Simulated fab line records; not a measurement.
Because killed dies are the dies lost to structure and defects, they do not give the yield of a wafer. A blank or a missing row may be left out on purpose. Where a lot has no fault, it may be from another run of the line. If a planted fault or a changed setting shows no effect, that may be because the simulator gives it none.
Chamber matching + flow nand_harc + NHARC_P_GATE_DESCUM_48 on rie_diel-02 has 4 sister chambers
The step chemistry O2, time 3 s. 16 wafers are shown with their chamber, then 8 later ones without.

## WAFERS, EACH WITH ITS CHAMBER
| wafer  | chamber | showerhead_plenum_p_Torr (Torr) | oes_product_au (a.u.) | chamber_pressure_mTorr (mTorr) |
|--------|---------|---------------------------------|-----------------------|--------------------------------|
| L074.2 | 2       | 1.84                            | 0.995                 | 60.09                          |
| L074.5 | 2       | 1.84                            | 0.997                 | 60.07                          |
| L074.6 | 3       | 1.96                            | 0.992                 | 60.02                          |
| L081.1 | 3       | 1.95                            | 0.995                 | 60.04                          |
| L081.3 | 0       | 2.03                            | 1.005                 | 60.05                          |
| L081.5 | 0       | 2.03                            | 0.998                 | 59.94                          |
| L087.2 | 0       | 2.03                            | 0.996                 | 60.01                          |
| L087.3 | 3       | 1.95                            | 1.001                 | 59.98                          |
| L087.5 | 1       | 1.98                            | 0.985                 | 60.03                          |
| L088.2 | 3       | 1.95                            | 0.985                 | 60.01                          |
| L088.3 | 1       | 1.98                            | 0.996                 | 60.09                          |
| L088.6 | 1       | 1.98                            | 0.987                 | 60.08                          |
| L092.1 | 2       | 1.84                            | 0.991                 | 60.05                          |
| L092.4 | 1       | 1.98                            | 0.997                 | 60.01                          |
| L092.5 | 3       | 1.95                            | 0.995                 | 60.15                          |
| L094.2 | 3       | 1.95                            | 0.990                 | 60.11                          |

SIGNATURES (averages over the wafers above)
| reading                  | chamber 0 | chamber 1 | chamber 2 | chamber 3 | scatter within a chamber |
|--------------------------|-----------|-----------|-----------|-----------|--------------------------|
| showerhead_plenum_p_Torr | 2.0300    | 1.9800    | 1.8400    | 1.9517    | 0.00264                  |
| oes_product_au           | 0.99967   | 0.99125   | 0.99433   | 0.99300   | 0.00518                  |
| chamber_pressure_mTorr   | 60.0000   | 60.0525   | 60.0700   | 60.0517   | 0.0521                   |
Rule: distance of a wafer from a chamber = root of the sum over the readings of ((wafer's reading minus chamber's mean) / reading's scatter) squared. If the next closest chamber is less than 2 further off than the closest, the wafer can't be placed; otherwise it belongs to the closest. The scatter is the square root of a quotient: the sum, over the shown wafers, of each reading's squared deviation from its chamber's mean, divided by wafers minus chambers.

## WAFERS WHOSE CHAMBER IS MISSING
| wafer  | showerhead_plenum_p_Torr (Torr) | oes_product_au (a.u.) | chamber_pressure_mTorr (mTorr) |
|--------|---------------------------------|-----------------------|--------------------------------|
| L094.3 | 1.98                            | 0.989                 | 60.05                          |
| L094.5 | 1.98                            | 0.979                 | 59.92                          |
| L096.1 | 2.03                            | 1.010                 | 60.02                          |
| L096.3 | 1.84                            | 0.992                 | 59.97                          |
| L096.5 | 1.98                            | 0.978                 | 60.04                          |
| L097.2 | 2.03                            | 1.009                 | 59.97                          |
| L097.4 | 1.84                            | 0.987                 | 60.00                          |
| L097.6 | 1.98                            | 0.985                 | 59.98                          |

## WHICH CHAMBER EACH ONE RAN IN
| wafer  | from the rows above | in truth |
|--------|---------------------|----------|
| L094.3 | 1                   | 1        |
| L094.5 | 1                   | 1        |
| L096.1 | 0                   | 0        |
| L096.3 | 2                   | 2        |
| L096.5 | 1                   | 1        |
| L097.2 | 0                   | 0        |
| L097.4 | 2                   | 2        |
| L097.6 | 1                   | 1        |
Placed correctly: 8 of 8. From these rows, 0 cannot be placed. Number placed wrongly: 0.
